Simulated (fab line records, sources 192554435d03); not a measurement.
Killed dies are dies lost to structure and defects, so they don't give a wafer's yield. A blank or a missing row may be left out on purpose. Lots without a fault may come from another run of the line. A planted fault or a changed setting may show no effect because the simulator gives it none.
Chamber matching | flow n5_finfet | N5_ILD0_LINER_00 on ald_sin-02: 4 sister chambers
The step material SiNx, target thk 4 nm, pulse time 1 s, purge time 2 s. 20 wafers are shown with their chamber, then 10 later ones without.

WAFERS WITH THEIR CHAMBER
wafer  | chamber | heater_power_w (W) | susceptor_temp_C (C) | precursor_pulse_height_rel
L075.2 | 0       | 940                | 400.46               | 0.994
L075.3 | 3       | 735                | 400.06               | 0.973
L075.6 | 2       | 744                | 399.60               | 1.012
L076.2 | 3       | 737                | 400.20               | 0.984
L076.5 | 3       | 749                | 400.05               | 1.020
L076.6 | 2       | 748                | 399.66               | 1.017
L078.2 | 3       | 757                | 400.18               | 1.010
L078.4 | 0       | 937                | 399.77               | 1.000
L078.6 | 3       | 730                | 399.84               | 1.024
L080.2 | 3       | 759                | 400.02               | 0.994
L080.3 | 0       | 949                | 399.74               | 0.978
L080.6 | 0       | 954                | 399.87               | 1.023
L082.2 | 1       | 714                | 399.59               | 1.018
L082.3 | 3       | 738                | 399.84               | 0.992
L082.6 | 0       | 929                | 399.69               | 1.032
L084.1 | 0       | 937                | 400.10               | 0.996
L084.2 | 2       | 739                | 399.99               | 1.007
L084.4 | 1       | 706                | 400.15               | 0.992
L086.2 | 0       | 954                | 400.15               | 0.973
L086.3 | 2       | 745                | 400.19               | 1.001

SIGNATURES (means of the wafers above)
reading                    | chamber 0 | chamber 1 | chamber 2 | chamber 3 | scatter within a chamber
heater_power_w             | 942.86    | 710.00    | 744.00    | 743.57    | 9.38
susceptor_temp_C           | 399.9686  | 399.8700  | 399.8600  | 400.0271  | 0.248
precursor_pulse_height_rel | 0.99943   | 1.00500   | 1.00925   | 0.99957   | 0.0185
Rule: a wafer's distance from a chamber is the root of the sum, over the readings, of the square of ((its reading less the chamber's mean) divided by the reading's scatter). The wafer belongs to the nearest chamber; if the next one is less than 2 further off, it can't be placed. The scatter: the root of (the sum of the squares of (reading less its chamber's mean) over the shown wafers, divided by (wafers less chambers)).

WAFERS WITHOUT THEIR CHAMBER
wafer  | heater_power_w (W) | susceptor_temp_C (C) | precursor_pulse_height_rel
L086.4 | 732                | 399.78               | 1.044
L089.2 | 744                | 400.21               | 0.980
L089.3 | 723                | 400.24               | 0.985
L089.6 | 731                | 400.17               | 1.013
L090.4 | 768                | 400.27               | 1.024
L090.5 | 700                | 400.19               | 0.999
L090.6 | 750                | 399.58               | 1.029
L092.1 | 954                | 400.07               | 1.014
L092.2 | 750                | 400.19               | 1.004
L092.4 | 707                | 399.91               | 0.997

WHICH CHAMBER EACH WENT THROUGH
wafer  | from the rows above          | in truth
L086.4 | can't be placed: 2 or 3 or 1 | 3
L089.2 | can't be placed: 3 or 2      | 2
L089.3 | can't be placed: 1 or 3 or 2 | 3
L089.6 | can't be placed: 3 or 2 or 1 | 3
L090.4 | can't be placed: 3 or 2      | 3
L090.5 | 1                            | 1
L090.6 | can't be placed: 2 or 3      | 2
L092.1 | 0                            | 0
L092.2 | can't be placed: 3 or 2      | 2
L092.4 | 1                            | 1
Placed correctly: 3 of 10. Can't be placed from these rows: 7 (the true chamber is among the candidates in 7). Placed wrongly: 0.
